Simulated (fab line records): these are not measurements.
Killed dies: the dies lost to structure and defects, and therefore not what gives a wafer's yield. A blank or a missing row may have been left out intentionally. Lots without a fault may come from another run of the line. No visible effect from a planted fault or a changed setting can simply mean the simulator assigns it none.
Chamber matching | flow n5 finfet | 4 sister chambers for N5_BEOL_M0_ALD_136 on ald metal-02
The step deposits TaN, pulse time 2 s, purge time 3 s, co reactant purge time 2 s. 4 wafers are shown with their chamber, then 9 later ones without.

== WAFERS WITH THEIR CHAMBER ==
wafer  | chamber | heater power w (W)
L087.5 | 1       | 386
L091.1 | 0       | 417
L091.2 | 2       | 455
L091.4 | 3       | 405

== WAFERS WITH NO CHAMBER GIVEN ==
wafer  | heater power w (W)
L093.1 | 464
L093.2 | 423
L093.4 | 387
L092.1 | 411
L092.4 | 462
L092.5 | 471
L097.2 | 451
L097.4 | 411
L097.6 | 415

== THE CHAMBER EACH PASSED THROUGH ==
wafer  | from the rows above     | in truth
L093.1 | 2                       | 2
L093.2 | can't be placed: 0 or 3 | 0
L093.4 | 1                       | 1
L092.1 | can't be placed: 0 or 3 | 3
L092.4 | 2                       | 2
L092.5 | 2                       | 2
L097.2 | 2                       | 2
L097.4 | can't be placed: 0 or 3 | 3
L097.6 | can't be placed: 0 or 3 | 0
Correctly placed: 5 of 9. Can't be placed from these rows: 4 (the true chamber is among the candidates in 4). 0 placed wrongly.
How it was worked out, from the rows above alone: a wafer's distance from a chamber is the root of the sum, over the readings, of the square of ((its reading less the chamber's mean) divided by the reading's scatter). The wafer belongs to the nearest chamber; if the next one is less than 2 further off, it can't be placed. For every chamber, the mean is computed from those of its wafers that are shown. The scatter: with one shown wafer a chamber, the root of the mean of the squares of how far each hidden wafer lies from its nearest shown one.
